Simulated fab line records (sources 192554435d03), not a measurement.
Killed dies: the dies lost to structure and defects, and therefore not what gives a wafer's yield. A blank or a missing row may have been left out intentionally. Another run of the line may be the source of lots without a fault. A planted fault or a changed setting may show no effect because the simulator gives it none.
fab line records	flow n5-finfet
[record] lots = 6	wafers = 18	last-day = 19
route steps=1938 shown TV_LITHO@1875 TV_OPEN@1887 PASSIVATION@1936
lots with no fault: from the same line, run without faults
start-h: the number of hours between the record's first day and the start of the first shown wafer of the lot	wait-h: how many hours have passed since the lot's step before this one	" the same as in the row above	L1.1+2: several wafers, shown together as one row	- no value, or no start was given	* or withheld: withheld	< > ~ a bound
route shown NAME@n: a module of which the file shows steps, and the number in the route of the first	usual: the fault-free wafers' mean and standard deviation	same: alike in all rows	chamber/n: place in a boat	sites: per-site readings	_std_site: the standard deviation of these	_edge_site: mean of outer sites minus mean of inner sites	radius-mm: for every site, how far away it sits from the centre of the wafer	mask NAME#n: copy n	behind: the last tool/chamber to shape the wafer	hold: the reason the lot was held/the length of the hold in hours/how it ended	device: the n, p or np transistor that did not switch	end of line: tests run on the same wafers once the route is complete	a step with no rows: only its recipe	killed: count of dies lost to structure and defects at first sort (not the wafer's yield)	map: per-die view of a wafer (x killed, . not killed, _ where there is no die)
set.NAME: the setting the step ran with; set.NAME@STEP: the setting that earlier step ran with	model.NAME: the simulator's own value behind a step, which no gauge read
lots seen at some steps along the route; tables by step, rows by wafer
services: from which hour (start-h, from the record's first day; less than 0 if before it) a tool's chamber was out of use, for how many hours, and why
[[steps]]
[step N5_PASSIVATION_HMDS_03]
[recipe] time-s = 60	temp-c = 120
[step N5_PASSIVATION_COAT_04]
[recipe] spin-rpm = *	resist-thk-nm = *
[step N5_PASSIVATION_EBR_06]
[recipe] solvent = PGMEA	ebr-width-mm = 1.5
[step N5_PASSIVATION_SOFTBAKE_05]
[recipe] temp-c = 100	time-s = 90
[step N5_PASSIVATION_EXPOSE_07]
[recipe] mask-id = TV	na = 0.55	source-shape = conventional	sigma-outer = 0.8	polarization = unpolarized	defocus-nm = 0	target-cd-nm = 3000	dose-mj = 22.75
[step N5_PASSIVATION_PEB_08]
[recipe] peb-temp-c = withheld	peb-time-s = *
[step N5_PASSIVATION_DEVELOP_09]
[recipe] develop-time-s = 60	rinse-liquid = diw	dry = air-spin	dev-temp-c = 21
[step N5_PASSIVATION_HARDBAKE_11]
[recipe] temp-c = 130	time-s = 120
[step N5_PASSIVATION_CD_MEAS_10]
[recipe] target-cd-nm = 3000	landing-energy-ev = 500	detector = se-inlens
[usual] cd-nm = 3000.7/1.9
lot.wafer	tool	chamber	start-h	wait-h	cd-nm
L854.1	cd-sem-01	0	344.51	-	3001.7
L854.3	"	0	"	"	3002.4
L854.6	"	0	"	"	2998.7
L855.1	cd-sem-02	0	352.00	-	2999.4
L855.2	"	0	"	"	3001.0
L855.3	"	0	"	"	2997.8
L856.2	cd-sem-01	0	380.43	-	2998.8
L856.3	"	0	"	"	3003.3
L856.5	"	0	"	"	3000.6
L857.1	cd-sem-02	0	380.59	-	3001.0
L857.2	"	0	"	"	3000.3
L857.3	"	0	"	"	3000.0
L861.1	cd-sem-01	0	388.47	-	3001.3
L861.3	"	0	"	"	3001.6
L861.5	"	0	"	"	2998.7
L869.2	cd-sem-03	0	435.61	-	2996.0
L869.5	"	0	"	"	3001.2
L869.6	"	0	"	"	2996.0
[step N5_PASSIVATION_OVL_MEAS_60]
[recipe] points-per-wafer = 44
[usual] TV_OVL = 0/5.1
lot.wafer	tool	chamber	start-h	wait-h	TV_OVL[nm]
L854.1	overlay-02	0	344.54	0.0	5
L854.3	"	0	"	"	1
L854.6	"	0	"	"	8
L855.1	overlay-01	0	352.03	0.0	1
L855.2	"	0	"	"	-3
L855.3	"	0	"	"	-5
L856.2	overlay-02	0	380.46	0.0	3
L856.3	"	0	"	"	8
L856.5	"	0	"	"	10
L857.1	overlay-02	0	380.62	0.0	6
L857.2	"	0	"	"	3
L857.3	"	0	"	"	-2
L861.1	overlay-02	0	388.50	0.0	4
L861.3	"	0	"	"	4
L861.5	"	0	"	"	-1
L869.2	overlay-01	0	435.64	0.0	5
L869.5	"	0	"	"	-3
L869.6	"	0	"	"	8
[step N5_PASSIVATION_INSPECT_61]
[recipe] mode = adi	inspect-instrument = macro
[usual] raw-defect-count = 1.9/1.3
lot.wafer	tool	chamber	start-h	wait-h	raw-defect-count
L854.1	defect-inspect-01	-	344.56	0.0	4
L854.3	"	-	"	"	0
L854.6	"	-	"	"	2
L855.1	defect-inspect-01	-	352.05	0.0	1
L855.2	"	-	"	"	2
L855.3	"	-	"	"	2
L856.2	defect-inspect-01	-	380.48	0.0	2
L856.3	"	-	"	"	3
L856.5	"	-	"	"	2
L857.1	defect-inspect-02	-	380.64	0.0	1
L857.2	"	-	"	"	1
L857.3	"	-	"	"	2
L861.1	defect-inspect-01	-	388.54	0.0	2
L861.3	"	-	"	"	2
L861.5	"	-	"	"	2
L869.2	defect-inspect-01	-	435.66	0.0	3
L869.5	"	-	"	"	1
L869.6	"	-	"	"	2
[step N5_PASSIVATION_DESCUM_12]
[recipe] chemistry = O2	time-s = 7.9	source-power-w = 50	bias-power-w = 20	pressure-mtorr = 20	rf-frequency-hz = 2.712e+07	temp-c = 40	o2-flow-sccm = 225
[usual] drypump-motor-current-A = 5.7/0.64	oes-product-au = 0.75/0.076	rf-vpp-V = 243.0/1.2	showerhead-plenum-p-Torr = 2.09/0.063	throttle-valve-pct = 20.44/0.28
lot.wafer	tool	chamber	start-h	wait-h	drypump-motor-current-A	oes-product-au	rf-hours-counter-h	rf-vpp-V	showerhead-plenum-p-Torr	throttle-valve-pct
L854.1	rie-diel-06	0	344.66	0.1	5.1	0.73	183	243.6	2.11	20.37
L854.3	"	3	"	"	6.7	0.69	208	240.3	1.99	20.30
L854.6	"	1	"	"	5.0	0.72	-	242.9	2.08	20.57
L855.1	rie-diel-02	0	352.60	0.5	5.5	0.96	6	245.9	2.22	20.04
L855.2	"	3	"	"	5.6	0.79	115	242.3	1.95	20.47
L855.3	"	1	"	"	5.1	0.86	46	243.0	2.13	20.40
L856.2	rie-diel-06	3	380.83	0.3	6.6	0.68	219	241.2	1.98	20.32
L856.3	"	2	"	"	6.6	0.75	152	244.0	2.09	20.51
L856.5	"	0	"	"	5.1	0.73	-	244.7	2.10	20.41
L857.1	rie-diel-02	3	380.97	0.3	5.6	0.78	124	240.6	1.95	20.50
L857.2	"	0	"	"	5.5	0.93	14	245.7	2.21	20.04
L857.3	"	2	"	"	6.3	0.69	237	241.6	2.08	21.05
L861.1	rie-diel-06	0	388.58	0.0	5.0	0.73	197	243.2	2.10	20.41
L861.3	"	2	"	"	6.6	0.75	155	244.0	2.09	20.51
L861.5	"	2	"	"	6.6	0.74	-	243.4	2.09	20.51
L869.2	rie-diel-05	1	435.70	0.0	6.1	0.74	175	243.1	2.06	20.14
L869.5	"	2	"	"	5.0	0.70	-	244.6	2.17	20.64
L869.6	"	1	"	"	6.1	0.74	-	243.3	2.06	20.15
[step N5_PASSIVATION_PASS_ETCH_74]
[recipe] chemistry = CF4/O2	target = SiNx	target-depth-a = 2200	time-s = 110	ion-energy-ev = 100	pressure-mtorr = 40	source-w = 535	bias-w = 49	Ar_flow_sccm = 100	cf4-flow-sccm = 100	O2_flow_sccm = 10
[usual] cf4-flow-sccm = 100.0/0.32	drypump-motor-current-A = 5.7/0.64	oes_f_703_au = 0.76/0.074	oes_o_777_au = 0.76/0.066	oes-product-au = 0.76/0.077	rf-fwd-power-W = 532.5/1.8	rf-vpp-V = 240/3.2	showerhead-plenum-p-Torr = 2.20/0.064	throttle-valve-pct = 16.02/0.23
lot.wafer	tool	chamber	start-h	wait-h	cf4-flow-sccm	drypump-motor-current-A	oes_f_703_au	oes_o_777_au	oes-product-au	rf-fwd-power-W	rf-hours-counter-h	rf-vpp-V	showerhead-plenum-p-Torr	throttle-valve-pct	model.etch.depth-nm	model.coat_of_PASSIVATION_COAT_04.thk-nm	model.TV_OPEN.cd-offset-nm
L854.1	rie-diel-06	0	344.73	0.0	100.0	5.0	0.77	0.77	0.76	527.9	183	238	2.20	15.86	230.7	*	-0.2
L854.3	"	3	"	"	99.9	6.7	0.69	0.69	0.69	534.2	208	237	2.10	15.91	220.5	*	0.2
L854.6	"	1	"	"	99.9	5.0	0.72	0.72	0.72	531.9	-	243	2.20	16.17	215.1	*	0.8
L855.1	rie-diel-02	0	352.66	0.0	100.2	5.5	0.94	0.92	0.96	531.8	6	245	2.34	15.70	221.2	*	-0.2
L855.2	"	3	"	"	100.4	5.6	0.78	0.80	0.78	531.5	115	237	2.05	15.96	216.3	*	0
L855.3	"	1	"	"	100.0	5.1	0.90	0.89	0.88	532.1	46	237	2.23	15.83	227.3	*	0
L856.2	rie-diel-06	3	380.89	0.0	100.7	6.6	0.49	0.59	0.58	406.4	219	274	2.10	15.88	170	*	2.6
L856.3	"	2	"	"	100.2	6.6	0.55	0.65	0.66	403.7	152	273	2.21	16.10	179	*	2.4
L856.5	"	0	"	"	99.9	5.0	0.56	0.66	0.64	401.6	-	273	2.20	15.85	180.4	*	1.8
L857.1	rie-diel-02	3	381.03	0.0	100.1	5.6	0.77	0.80	0.77	532.0	124	236	2.05	15.96	217.2	*	0.4
L857.2	"	0	"	"	99.9	5.5	0.92	0.89	0.93	532.9	14	246	2.34	15.71	219.7	*	0
L857.3	"	2	"	"	99.9	6.3	0.68	0.71	0.68	535.2	237	241	2.17	16.46	213.4	*	0.4
L861.1	rie-diel-06	0	388.65	0.0	100.0	5.0	0.55	0.67	0.64	405.7	197	274	2.19	15.87	180.4	*	2
L861.3	"	2	"	"	100.4	6.6	0.56	0.64	0.65	404.3	155	272	2.21	16.12	179.3	*	2.6
L861.5	"	2	"	"	100.5	6.6	0.55	0.65	0.66	405.3	-	273	2.21	16.11	179.8	*	2.4
L869.2	rie-diel-05	1	435.76	0.0	99.9	6.1	0.76	0.73	0.76	534.7	175	240	2.19	15.93	223.3	*	0
L869.5	"	2	"	"	100.2	5.0	0.72	0.72	0.71	532.6	-	241	2.26	16.09	225.2	*	-0.2
L869.6	"	1	"	"	100.4	6.1	0.76	0.72	0.76	531.6	-	238	2.19	15.92	223.3	*	0.2
[step N5_PASSIVATION_VIA_ETCH_13]
[recipe] chemistry = CHF3/O2	target = SiO2	target-depth-a = 6600	CHF3_flow_sccm = 50	O2_flow_sccm = 5	Ar_flow_sccm = 200	time-s = 330	mask-material = PR	pressure-mtorr = 30	source-w = 650	bias-w = 170	ion-energy-ev = 200	ends = cleared
[usual] CHF3_flow_sccm = 49.99/0.14	drypump-motor-current-A = 5.7/0.64	etch-rf-on-time-s = 235/5.3	oes_f_703_au = 0.76/0.074	oes_o_777_au = 0.76/0.07	oes-product-au = 0.68/0.068	rf-fwd-power-W = 647.9/1.9	rf-vpp-V = 521/7	showerhead-plenum-p-Torr = 2.40/0.069	throttle-valve-pct = 18.89/0.26
lot.wafer	tool	chamber	start-h	wait-h	CHF3_flow_sccm	drypump-motor-current-A	etch-rf-on-time-s	oes_f_703_au	oes_o_777_au	oes-product-au	rf-fwd-power-W	rf-hours-counter-h	rf-vpp-V	showerhead-plenum-p-Torr	throttle-valve-pct	model.coat_of_PASSIVATION_COAT_04.thk-nm
L854.1	rie-diel-06	0	344.82	0.0	49.85	5.0	230	0.78	0.77	0.68	648.9	183	517	2.39	18.67	*
L854.3	"	3	"	"	49.81	6.6	237	0.69	0.69	0.62	647.2	208	513	2.28	18.68	*
L854.6	"	1	"	"	49.97	5.0	242	0.72	0.72	0.65	648.5	-	529	2.41	19.13	*
L855.1	rie-diel-02	0	352.75	0.0	49.94	5.5	233	0.94	0.93	0.86	645.1	6	537	2.55	18.54	*
L855.2	"	3	"	"	50.31	5.6	229	0.78	0.79	0.71	647.6	115	515	2.25	18.92	*
L855.3	"	1	"	"	50.10	5.0	232	0.89	0.88	0.78	647.5	46	520	2.45	18.77	*
L856.2	rie-diel-06	3	380.98	0.0	50.21	6.6	239	0.69	0.69	0.61	645.4	219	513	2.28	18.70	*
L856.3	"	2	"	"	50.12	6.6	228	0.77	0.76	0.68	648.5	152	513	2.42	19.03	*
L856.5	"	0	"	"	50.01	5.0	230	0.76	0.76	0.66	646.0	-	516	2.39	18.68	*
L857.1	rie-diel-02	3	381.12	0.0	49.72	5.6	234	0.77	0.78	0.69	646.5	124	515	2.25	18.93	*
L857.2	"	0	"	"	50.03	5.5	228	0.92	0.90	0.84	645.8	14	534	2.55	18.57	*
L857.3	"	2	"	"	49.82	6.4	235	0.69	0.71	0.63	648.2	237	528	2.38	19.35	*
L861.1	rie-diel-06	0	388.74	0.0	50.00	5.0	230	0.76	0.76	0.67	644.9	197	516	2.39	18.69	*
L861.3	"	2	"	"	50.13	6.6	230	0.77	0.76	0.68	648.8	155	514	2.42	19.00	*
L861.5	"	2	"	"	50.09	6.6	232	0.77	0.76	0.68	648.2	-	514	2.42	19.03	*
L869.2	rie-diel-05	1	435.85	0.0	50.01	6.1	232	0.75	0.74	0.68	646.8	175	522	2.39	18.77	*
L869.5	"	2	"	"	49.83	5.0	237	0.72	0.72	0.63	648.7	-	524	2.47	18.93	*
L869.6	"	1	"	"	50.02	6.1	235	0.75	0.73	0.67	646.7	-	521	2.39	18.79	*
[step N5_PASSIVATION_STRIP_14]
[recipe] chemistry = O2	power-w = 600	temp-c = 60	pressure-mtorr = 30	rf-frequency-hz = 6e+07	bias-power-w = 0	overash-fraction = 0.5	o2-flow-sccm = 225
[usual] drypump-motor-current-A = 5.7/0.64	oes-product-au = 0.75/0.075	rf-vpp-V = 3.8/0.93	showerhead-plenum-p-Torr = 2.09/0.063	throttle-valve-pct = 16.70/0.27
lot.wafer	tool	chamber	start-h	wait-h	drypump-motor-current-A	oes-product-au	rf-hours-counter-h	rf-vpp-V	showerhead-plenum-p-Torr	throttle-valve-pct
L854.1	rie-diel-06	0	345.01	0.1	5.0	0.74	183	3.8	2.11	16.64
L854.3	"	3	"	"	6.6	0.69	208	2.9	1.99	16.61
L854.6	"	1	"	"	5.0	0.71	-	4.6	2.08	16.84
L855.1	rie-diel-02	0	352.95	0.1	5.5	0.96	6	2.4	2.22	16.30
L855.2	"	3	"	"	5.6	0.77	115	4.4	1.95	16.70
L855.3	"	1	"	"	5.1	0.86	47	3.2	2.14	16.61
L856.2	rie-diel-06	3	381.18	0.1	6.6	0.69	219	4.0	1.99	16.60
L856.3	"	2	"	"	6.6	0.75	152	4.0	2.10	16.76
L856.5	"	0	"	"	5.0	0.73	-	4.2	2.11	16.68
L857.1	rie-diel-02	3	381.32	0.1	5.6	0.76	124	3.4	1.95	16.74
L857.2	"	0	"	"	5.5	0.93	14	1.9	2.22	16.29
L857.3	"	2	"	"	6.3	0.69	237	3.4	2.09	17.24
L861.1	rie-diel-06	0	388.94	0.1	5.1	0.72	197	2.9	2.11	16.68
L861.3	"	2	"	"	6.6	0.74	155	4.7	2.10	16.77
L861.5	"	2	"	"	6.6	0.75	-	3.4	2.10	16.77
L869.2	rie-diel-05	1	436.05	0.1	6.1	0.75	175	3.9	2.06	16.48
L869.5	"	2	"	"	5.0	0.70	-	3.7	2.18	16.88
L869.6	"	1	"	"	6.2	0.75	-	4.0	2.06	16.46
[step N5_PASSIVATION_ETCH_15]
[recipe] chemistry = CF4/N2	target = SiCN	target-depth-a = 750	taper-deg = 2	time-s = 81.2	ion-energy-ev = 150	mask-material = SiNx	pressure-mtorr = 40	source-w = 430	bias-w = 70	Ar_flow_sccm = 100	cf4-flow-sccm = 60	n2-flow-sccm = 60
[usual] cf4-flow-sccm = 59.99/0.18	drypump-motor-current-A = 5.7/0.64	oes-product-au = 0.76/0.077	rf-fwd-power-W = 427.9/1.4	rf-vpp-V = 382.1/1.8	showerhead-plenum-p-Torr = 2.20/0.064	throttle-valve-pct = 15.47/0.24
lot.wafer	tool	chamber	start-h	wait-h	cf4-flow-sccm	drypump-motor-current-A	oes-product-au	rf-fwd-power-W	rf-hours-counter-h	rf-vpp-V	showerhead-plenum-p-Torr	throttle-valve-pct	model.TV_OPEN.cd-offset-nm
L854.1	rie-diel-06	0	-	-	59.67	5.1	0.76	426.8	183	381.0	2.20	15.29	1.6
L854.3	"	3	"	"	59.83	6.6	0.69	430.4	208	379.9	2.10	15.34	2.2
L854.6	"	1	"	"	60.02	5.0	0.72	429.3	-	380.7	2.20	15.63	2.4
L855.1	rie-diel-02	0	-	-	59.80	5.5	0.95	427.0	6	384.9	2.35	15.14	1.6
L855.2	"	3	"	"	60.55	5.6	0.77	429.0	115	379.5	2.05	15.38	2.8
L855.3	"	1	"	"	59.97	5.1	0.87	429.2	47	384.9	2.24	15.28	1.6
L856.2	rie-diel-06	3	-	-	60.11	6.6	0.68	427.0	219	379.5	2.09	15.36	4.8
L856.3	"	2	"	"	59.84	6.6	0.77	428.1	152	381.6	2.22	15.58	4.8
L856.5	"	0	"	"	60.18	5.1	0.75	424.7	-	379.9	2.19	15.32	3.4
L857.1	rie-diel-02	3	-	-	59.96	5.6	0.77	427.4	124	380.5	2.05	15.41	2.2
L857.2	"	0	"	"	59.70	5.5	0.93	426.5	14	385.2	2.34	15.15	1.4
L857.3	"	2	"	"	60.20	6.3	0.68	425.6	237	381.2	2.18	15.93	2.4
L861.1	rie-diel-06	0	-	-	59.75	5.1	0.74	426.5	197	382.4	2.19	15.32	3.6
L861.3	"	2	"	"	60.20	6.6	0.76	428.8	155	382.3	2.21	15.59	4.4
L861.5	"	2	"	"	60.34	6.6	0.76	428.2	-	383.1	2.21	15.60	4.4
L869.2	rie-diel-05	1	-	-	60.35	6.1	0.75	429.1	175	382.7	2.19	15.37	1.8
L869.5	"	2	"	"	60.08	5.0	0.71	428.9	-	383.4	2.26	15.53	1.8
L869.6	"	1	"	"	60.28	6.1	0.76	428.2	-	382.3	2.19	15.39	2
[step N5_PASSIVATION_STRIP_73]
[recipe] chemistry = post-etch-residue-remover	time-s = 60	temp-c = 25	remover-ph = withheld	remover-water-wt-pct = withheld	remover-fluoride-wt-pct = withheld
[step N5_PASSIVATION_PROBE_49]
[usual] defect-limited-yield = 91.4/1.2	killed_at_M0_to_M3 = 34/9.1	killed_at_M4_up = 14/5.8	killed-at-contacts = 13/6	killed-at-front-end = 38/10	killed-at-other = 3.2/2.7	killed-dies = 102/14	killed-open = 68/11	killed-short = 32/7.2	sort_bin_5_function = 5.1/0.83	sort_bin_6_memory = 3.2/0.56	sort-n-pass = 1078/14	sort-yield-pct = 91.4/1.2
[same] gross-dies = 1180	killed-at-back-side = 0	sort_bin_4_leakage[%] = 0	sort_bin_8_speed[%] = 0
lot.wafer	tool	chamber	start-h	wait-h	defect-limited-yield[%]	killed_at_M0_to_M3	killed_at_M4_up	killed-at-contacts	killed-at-front-end	killed-at-other	killed-dies	killed-open	killed-short	sort_bin_5_function[%]	sort_bin_6_memory[%]	sort-n-pass	sort-yield-pct[%]
L854.1	prober-02	-	350.94	0.0	92.8	15	16	18	34	2	85	66	17	4.2	2.8	1095	92.8
L854.3	prober-02	-	351.04	0.1	91.2	24	23	22	35	0	104	71	29	4.8	3.3	1076	91.2
L854.6	prober-02	-	351.19	0.3	92.0	26	21	6	37	4	94	73	20	5.2	2.5	1086	92.0
L855.1	prober-02	-	359.84	0.0	88.9	42	12	16	59	2	131	79	49	6.1	4.6	1049	88.9
L855.2	prober-02	-	359.89	0.1	90.8	48	6	11	40	4	109	65	43	6.2	2.5	1071	90.8
L855.3	prober-02	-	359.94	0.1	90.7	34	9	10	56	1	110	69	39	5.7	3.1	1070	90.7
L856.2	prober-02	-	387.48	0.1	90.8	32	9	8	58	2	109	79	30	5.3	3.5	1071	90.8
L856.3	prober-02	-	387.53	0.1	92.7	31	5	16	31	3	86	63	22	4.2	3.0	1094	92.7
L856.5	prober-02	-	387.63	0.2	90.9	43	9	12	43	0	107	63	43	4.9	3.6	1073	90.9
L857.1	prober-01	-	388.30	0.0	89.5	28	7	35	48	6	124	83	38	6.4	4.1	1056	89.5
L857.2	prober-01	-	388.35	0.1	88.9	44	9	31	38	9	131	93	36	6.5	4.3	1049	88.9
L857.3	prober-01	-	388.40	0.1	91.5	27	12	18	43	0	100	70	29	5.1	3.0	1080	91.5
L861.1	prober-02	-	397.16	0.0	92.3	25	12	16	37	1	91	57	32	4.4	3.1	1089	92.3
L861.3	prober-02	-	397.26	0.1	91.4	44	13	5	38	1	101	75	26	5.8	2.4	1079	91.4
L861.5	prober-02	-	397.36	0.2	91.4	29	13	14	42	4	102	69	33	5.5	2.5	1078	91.4
L869.2	prober-02	-	445.23	0.1	89.1	52	26	6	43	2	129	79	50	6.0	4.6	1051	89.1
L869.5	prober-02	-	445.38	0.2	89.7	31	35	10	41	4	121	86	35	5.4	4.6	1059	89.7
L869.6	prober-02	-	445.43	0.3	90.3	32	29	19	32	3	115	88	27	6.1	3.5	1065	90.3
// killed by level:class
L854.1 MOL_CONTACT_COAG:geometric-particle:open=14 STI_FIN_REVEAL:geometric-particle:open=9 BEOL_M4:geometric-particle:open=9 FIN_SAQP:geometric-particle:open=7 BEOL_M3:geometric-particle:open=6 MOL_CONTACT_COAG:geometric-particle:short=4 BEOL_M1:geometric-particle:open=3 BEOL_M2:geometric-particle:open=3
L854.3 MOL_CONTACT_COAG:geometric-particle:open=17 BEOL_M4:geometric-particle:open=14 FIN_SAQP:geometric-particle:short=8 BEOL_M1:geometric-particle:open=7 STI_FIN_REVEAL:geometric-particle:open=6 MOL_CONTACT_COAG:geometric-particle:short=5 BEOL_M2:geometric-particle:open=5 FIN_SAQP:geometric-particle:open=4
L854.6 STI_FIN_REVEAL:geometric-particle:open=19 BEOL_M4:geometric-particle:open=8 FIN_SAQP:geometric-particle:open=7 MOL_CONTACT_COAG:geometric-particle:open=6 BEOL_M1:geometric-particle:open=6 BEOL_M2:geometric-particle:open=6 BEOL_M0:geometric-particle:open=4 STI_FIN_REVEAL:geometric-particle:short=3
L855.1 FIN_SAQP:geometric-particle:open=27 FIN_SAQP:geometric-particle:short=16 BEOL_M0_SAQP:geometric-particle:short=15 MOL_CONTACT_COAG:geometric-particle:open=12 BEOL_M0_SAQP:geometric-particle:open=11 STI_FIN_REVEAL:geometric-particle:open=5 GATE_CUT:geometric-particle:open=4 MOL_CONTACT_COAG:geometric-particle:short=4
L855.2 BEOL_M0_SAQP:geometric-particle:open=15 FIN_SAQP:geometric-particle:short=12 FIN_SAQP:geometric-particle:open=11 BEOL_M0_SAQP:geometric-particle:short=10 BEOL_M2:geometric-particle:open=10 MOL_CONTACT_COAG:geometric-particle:open=6 MOL_CONTACT_COAG:geometric-particle:short=5 GATE_CUT:geometric-particle:short=4
L855.3 FIN_SAQP:geometric-particle:open=18 FIN_SAQP:geometric-particle:short=9 STI_FIN_REVEAL:geometric-particle:open=9 BEOL_M0_SAQP:geometric-particle:short=8 BEOL_M0_SAQP:geometric-particle:open=8 MOL_CONTACT_COAG:geometric-particle:open=7 BEOL_M3:geometric-particle:open=7 DUMMY_GATE:geometric-particle:open=6
L856.2 FIN_SAQP:geometric-particle:open=16 FIN_SAQP:geometric-particle:short=13 STI_FIN_REVEAL:geometric-particle:open=11 MOL_CONTACT_COAG:geometric-particle:open=7 BEOL_M0_SAQP:geometric-particle:short=6 BEOL_M0:geometric-particle:open=6 BEOL_M2:geometric-particle:open=6 GATE_CUT:geometric-particle:open=5
L856.3 MOL_CONTACT_COAG:geometric-particle:open=14 BEOL_M0_SAQP:geometric-particle:open=13 STI_FIN_REVEAL:geometric-particle:open=8 BEOL_M3:geometric-particle:open=8 FIN_SAQP:geometric-particle:short=6 FIN_SAQP:geometric-particle:open=4 BEOL_M0_SAQP:geometric-particle:short=4 BEOL_M2:geometric-particle:open=3
L856.5 BEOL_M0_SAQP:geometric-particle:open=13 BEOL_M0_SAQP:geometric-particle:short=10 FIN_SAQP:geometric-particle:short=9 MOL_CONTACT_COAG:geometric-particle:open=9 GATE_CUT:geometric-particle:short=6 BEOL_M2:geometric-particle:open=6 FIN_SAQP:geometric-particle:open=5 STI_FIN_REVEAL:geometric-particle:open=5
L857.1 MOL_CONTACT_COAG:geometric-particle:open=29 STI_FIN_REVEAL:geometric-particle:open=17 FIN_SAQP:geometric-particle:open=9 BEOL_M0_SAQP:geometric-particle:short=8 FIN_SAQP:geometric-particle:short=6 MOL_CONTACT_COAG:geometric-particle:short=6 BEOL_M0_SAQP:geometric-particle:open=6 STI_FIN_REVEAL:geometric-particle:short=4
L857.2 MOL_CONTACT_COAG:geometric-particle:open=26 FIN_SAQP:geometric-particle:open=12 BEOL_M3:geometric-particle:open=12 BEOL_M0_SAQP:geometric-particle:open=9 BEOL_M2:geometric-particle:open=8 STI_FIN_REVEAL:geometric-particle:open=7 BEOL_M0_SAQP:geometric-particle:short=6 FIN_SAQP:geometric-particle:short=5
L857.3 MOL_CONTACT_COAG:geometric-particle:open=15 FIN_SAQP:geometric-particle:open=14 STI_FIN_REVEAL:geometric-particle:open=12 BEOL_M0_SAQP:geometric-particle:short=6 BEOL_M0_SAQP:geometric-particle:open=6 BEOL_M3:geometric-particle:open=6 FIN_SAQP:geometric-particle:short=5 BEOL_M2:geometric-particle:open=5
L861.1 MOL_CONTACT_COAG:geometric-particle:open=11 FIN_SAQP:geometric-particle:short=7 FIN_SAQP:geometric-particle:open=7 DUMMY_GATE:geometric-particle:open=5 MOL_CONTACT_COAG:geometric-particle:short=5 BEOL_M0_SAQP:geometric-particle:short=5 BEOL_M0_SAQP:geometric-particle:open=5 BEOL_M2:geometric-particle:open=4
L861.3 BEOL_M3:geometric-particle:open=22 STI_FIN_REVEAL:geometric-particle:open=8 BEOL_M4:geometric-particle:open=8 BEOL_M2:geometric-particle:open=6 FIN_SAQP:geometric-particle:open=5 FIN_SAQP:geometric-particle:short=4 GATE_CUT:geometric-particle:short=4 STARTING-WAFER:geometric-particle:open=3
L861.5 MOL_CONTACT_COAG:geometric-particle:open=14 FIN_SAQP:geometric-particle:short=10 FIN_SAQP:geometric-particle:open=10 STI_FIN_REVEAL:geometric-particle:open=7 BEOL_M0_SAQP:geometric-particle:short=7 BEOL_M4:geometric-particle:open=7 BEOL_M3:geometric-particle:open=5 DUMMY_GATE:geometric-particle:open=4
L869.2 BEOL_M0_SAQP:geometric-particle:short=15 BEOL_M3:geometric-particle:open=12 BEOL_M0_SAQP:geometric-particle:open=11 BEOL_M4:geometric-particle:open=11 STI_FIN_REVEAL:geometric-particle:open=9 FIN_SAQP:geometric-particle:open=7 BEOL_M4:geometric-particle:short=7 GATE_CUT:geometric-particle:open=6
L869.5 BEOL_M4:geometric-particle:open=24 FIN_SAQP:geometric-particle:open=12 MOL_CONTACT_COAG:geometric-particle:open=7 BEOL_M0_SAQP:geometric-particle:short=7 BEOL_M1:geometric-particle:open=7 DUMMY_GATE:geometric-particle:open=6 BEOL_M3:geometric-particle:open=6 FIN_SAQP:geometric-particle:short=5
L869.6 MOL_CONTACT_COAG:geometric-particle:open=17 BEOL_M4:geometric-particle:open=15 STI_FIN_REVEAL:geometric-particle:open=11 BEOL_M0_SAQP:geometric-particle:open=9 BEOL_M2:geometric-particle:open=8 BEOL_M3:geometric-particle:short=6 STI_FIN_REVEAL:geometric-particle:short=5 BEOL_M3:geometric-particle:open=5
[[services]]
tool	chamber	start-h	hours	kind
rie-diel-05	0	359.41	10.1	repair
rie-diel-06	3	390.12	6.1	repair
rie-diel-02	0	390.16	5.6	repair
rie-diel-02	3	397.07	5.9	repair
rie-diel-02	-	426.34	0.8	repair
rie-diel-05	3	433.58	22.9	repair
[[key]]
[first-sign] step = N5_PASSIVATION_PASS_ETCH_74	reading = rf-fwd-power-W	direction = down	sigmas = 72	usual = *	struck = *
[effect] step = N5_PASSIVATION_PASS_ETCH_74	reading = rf-vpp-V	direction = up	sigmas = 10	usual = 240	struck = 273
[model-effect] step = N5_PASSIVATION_PASS_ETCH_74	value = etch.depth-nm	without = 226.2	struck = 178.2
[model-effect] step = N5_PASSIVATION_VIA_ETCH_13	value = coat_of_PASSIVATION_COAT_04.thk-nm	without = *	struck = *
[model-effect] step = N5_PASSIVATION_ETCH_15	value = TV_OPEN.cd-offset-nm	without = 1.833	struck = 4.233
met-at N5_PASSIVATION_PASS_ETCH_74
struck-wafers L856.2,L856.3,L856.5,L861.1,L861.3,L861.5
onset-between 344.73 380.89
[fault] kind = process-parameter-drift	tool = rie-diel-06	chamber = -	onset-h = 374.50	steps = N5_PASSIVATION_PASS_ETCH_74	channel = source-w	offset = -128.4	shape = step	end-h = 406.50	acts-in = these-recipes-only	stated = 535
